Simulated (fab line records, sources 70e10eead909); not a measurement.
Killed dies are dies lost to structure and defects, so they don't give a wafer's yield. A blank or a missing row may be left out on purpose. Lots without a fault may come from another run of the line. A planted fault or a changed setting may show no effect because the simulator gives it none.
Which tool did it? | flow nand_harc | 11 lots, 33 wafers sampled, at 5 steps of a route of 1302

WHAT THE GAUGES READ, wafer by wafer
NHARC_A_CHANNEL_HOLE_D2_CD_MEAS_10: target cd 100 nm. Usual: cd_nm 100.0 nm, standard deviation 0.51.
lot  | measured     | on        | cd_nm (nm)        | flag
L940 | day 12 15:41 | cd_sem-03 | 99.9 100.3 99.0   |
L941 | day 13 08:45 | cd_sem-03 | 99.2 99.9 98.8    |
L942 | day 13 14:50 | cd_sem-01 | 100.8 100.2 100.1 |
L944 | day 14 17:58 | cd_sem-01 | 99.8 100.5 100.3  |
L947 | day 15 22:26 | cd_sem-01 | 99.0 99.3 99.5    |
L948 | day 17 06:58 | cd_sem-03 | 99.5 99.4 99.0    |
L949 | day 17 06:48 | cd_sem-03 | 101.2 100.8 100.5 |
L956 | day 19 18:40 | cd_sem-03 | 95.0 94.9 94.9    | OFF
L957 | day 20 00:25 | cd_sem-02 | 95.7 95.7 95.8    | OFF
L963 | day 22 18:58 | cd_sem-02 | 99.5 99.4 99.9    |
L962 | day 22 19:22 | cd_sem-03 | 99.7 100.5 100.7  |

NHARC_A_CHANNEL_HOLE_D2_CD_MEAS_31. Usual: cd_nm 89.7 nm, standard deviation 1.3.
lot  | measured     | on        | cd_nm (nm)     | flag
L940 | day 13 00:50 | cd_sem-01 | 90.0 88.4 87.3 |
L941 | day 13 15:50 | cd_sem-02 | 87.6 87.1 87.1 |
L942 | day 13 21:43 | cd_sem-02 | 92.5 93.0 89.6 |
L944 | day 15 02:29 | cd_sem-02 | 91.1 89.7 91.0 |
L947 | day 16 05:19 | cd_sem-01 | 88.6 89.2 88.0 |
L948 | day 17 15:31 | cd_sem-01 | 87.8 91.4 90.9 |
L949 | day 17 14:38 | cd_sem-02 | 88.6 90.2 91.0 |
L956 | day 20 03:45 | cd_sem-01 | 85.1 84.2 85.0 | OFF
L957 | day 20 15:53 | cd_sem-01 | 84.1 84.3 84.4 | OFF
L963 | day 23 01:52 | cd_sem-02 | 89.0 87.1 91.2 |
L962 | day 23 02:15 | cd_sem-03 | 90.7 87.9 91.3 |

WHICH TOOL RAN EACH LOT (tool, then ch and the chambers of the sampled wafers, then the start)
lot  | NHARC_A_DECK1_JOINT_DEP_16      | NHARC_A_CHANNEL_HOLE_D2_PEB_08    | NHARC_A_CHANNEL_HOLE_D2_ETCH_27
L940 | pecvd-03 ch 0,1,2, day 11 21:12 | litho_track-04 ch 0, day 12 15:36 | har_etch-02 ch 0,1, day 12 23:18
L941 | pecvd-03 ch 0,1,2, day 12 16:35 | litho_track-04 ch 0, day 13 08:40 | har_etch-01 ch 1, day 13 14:08
L942 | pecvd-04 ch 0,1,2, day 12 22:11 | litho_track-04 ch 0, day 13 14:46 | har_etch-02 ch 0,1, day 13 20:14
L944 | pecvd-04 ch 1,2, day 14 02:00   | litho_track-04 ch 0, day 14 17:53 | har_etch-01 ch 0, day 15 00:56
L947 | pecvd-03 ch 1,2, day 15 03:10   | litho_track-01 ch 0, day 15 22:22 | har_etch-02 ch 0,1, day 16 03:47
L948 | pecvd-02 ch 1,2, day 15 21:11   | litho_track-04 ch 0, day 17 06:53 | har_etch-02 ch 0,1, day 17 13:59
L949 | pecvd-03 ch 0,1, day 16 02:09   | litho_track-06 ch 0, day 17 06:43 | har_etch-01 ch 0,1, day 17 13:07
L956 | pecvd-02 ch 0,2, day 19 00:23   | litho_track-04 ch 0, day 19 18:35 | har_etch-01 ch 1, day 20 02:13
L957 | pecvd-02 ch 0,1,2, day 19 08:25 | litho_track-04 ch 0, day 20 00:20 | har_etch-01 ch 0,1, day 20 14:24
L963 | pecvd-04 ch 0,1, day 22 02:33   | litho_track-01 ch 0, day 22 18:53 | har_etch-01 ch 0,1, day 23 00:17
L962 | pecvd-03 ch 0,2, day 22 02:34   | litho_track-06 ch 0, day 22 19:17 | har_etch-02 ch 0,1, day 23 00:41
- NHARC_A_DECK1_JOINT_DEP_16: deposits SiO2, target thk 45 nm.
- NHARC_A_CHANNEL_HOLE_D2_PEB_08: peb time 65 s.
- NHARC_A_CHANNEL_HOLE_D2_ETCH_27: etches the open film in C4F8/O2/Ar, time 90 s, target depth 400 nm.

WHAT THE TOOLS THEMSELVES READ (means of the sampled wafers that have a number; where no wafer has one, the mark that the record gives instead)
NHARC_A_DECK1_JOINT_DEP_16. Usual: heater_power_w 497 W, standard deviation 84; throttle_valve_pct 16.1 %, standard deviation 0.85.
lot  | tool     | heater_power_w (W) | throttle_valve_pct (%) | flag
L940 | pecvd-03 | 531                | 15.7                   |
L941 | pecvd-03 | 552                | 15.8                   |
L942 | pecvd-04 | 481                | 16.5                   |
L944 | pecvd-04 | 460                | 15.9                   |
L947 | pecvd-03 | 610                | 15.8                   |
L948 | pecvd-02 | 495                | 15.4                   |
L949 | pecvd-03 | 501                | 16.4                   |
L956 | pecvd-02 | 454                | 15.3                   |
L957 | pecvd-02 | 461                | 15.6                   |
L963 | pecvd-04 | 449                | 17.3                   |
L962 | pecvd-03 | 430                | 16.1                   |

NHARC_A_CHANNEL_HOLE_D2_PEB_08. Usual: heater_power_total_W 156.7 W, standard deviation 0.41.
lot  | tool           | heater_power_total_W (W) | flag
L940 | litho_track-04 | 156.3                    |
L941 | litho_track-04 | 157.2                    |
L942 | litho_track-04 | 156.2                    |
L944 | litho_track-04 | 156.4                    |
L947 | litho_track-01 | 156.4                    |
L948 | litho_track-04 | 156.4                    |
L949 | litho_track-06 | 156.3                    |
L956 | litho_track-04 | 172.0                    | OFF
L957 | litho_track-04 | 172.3                    | OFF
L963 | litho_track-01 | 156.2                    |
L962 | litho_track-06 | 156.7                    |

NHARC_A_CHANNEL_HOLE_D2_ETCH_27. Usual: drypump_motor_current_A 6.0 A, standard deviation 0.64; showerhead_plenum_p_Torr 3.71 Torr, standard deviation 0.14; throttle_valve_pct 27.619 %, standard deviation 0.0096.
lot  | tool        | drypump_motor_current_A (A) | showerhead_plenum_p_Torr (Torr) | throttle_valve_pct (%) | flag
L940 | har_etch-02 | 6.4                         | 3.62                            | 27.625                 |
L941 | har_etch-01 | 4.8                         | 3.71                            | 27.609                 |
L942 | har_etch-02 | 6.4                         | 3.53                            | 27.607                 |
L944 | har_etch-01 | 6.3                         | 3.73                            | 27.616                 |
L947 | har_etch-02 | 6.4                         | 3.52                            | 27.616                 |
L948 | har_etch-02 | 6.4                         | 3.87                            | 27.615                 |
L949 | har_etch-01 | 5.3                         | 3.69                            | 27.622                 |
L956 | har_etch-01 | 4.8                         | 3.66                            | 27.615                 |
L957 | har_etch-01 | 5.8                         | 3.68                            | 27.626                 |
L963 | har_etch-01 | 5.3                         | 3.65                            | 27.620                 |
L962 | har_etch-02 | 6.4                         | 3.83                            | 27.614                 |

THE ANSWER, worked out from the rows above alone
Rule: a lot is off if the mean of its wafers that have a number lies more than 3 standard deviations from the usual mean. A lot without any number at a reading at which 4 lots or more have one is off too. The other lots that the step has rows for count as sound. The gauges are gone through in route order, then the tools' own readings, and for those a lot's mean is taken as printed above. The first step at which some lot is off is used, and at that step the reading that is off furthest; a lot without a number counts as furthest.
Off: L956, L957, at NHARC_A_CHANNEL_HOLE_D2_CD_MEAS_10 (cd_nm).
A tool fits if, at a process step before that reading, it ran every lot that is off, and no sound lot after the first of them. The gauges at NHARC_A_CHANNEL_HOLE_D2_CD_MEAS_10 aren't tried: what is off there is off at NHARC_A_CHANNEL_HOLE_D2_CD_MEAS_31 too, on other tools, and a gauge's error can't cause that. Can't be told from this: 2 tools fit, pecvd-02 at NHARC_A_DECK1_JOINT_DEP_16, litho_track-04 at NHARC_A_CHANNEL_HOLE_D2_PEB_08.

WHAT THE SIMULATOR HAD PUT IN
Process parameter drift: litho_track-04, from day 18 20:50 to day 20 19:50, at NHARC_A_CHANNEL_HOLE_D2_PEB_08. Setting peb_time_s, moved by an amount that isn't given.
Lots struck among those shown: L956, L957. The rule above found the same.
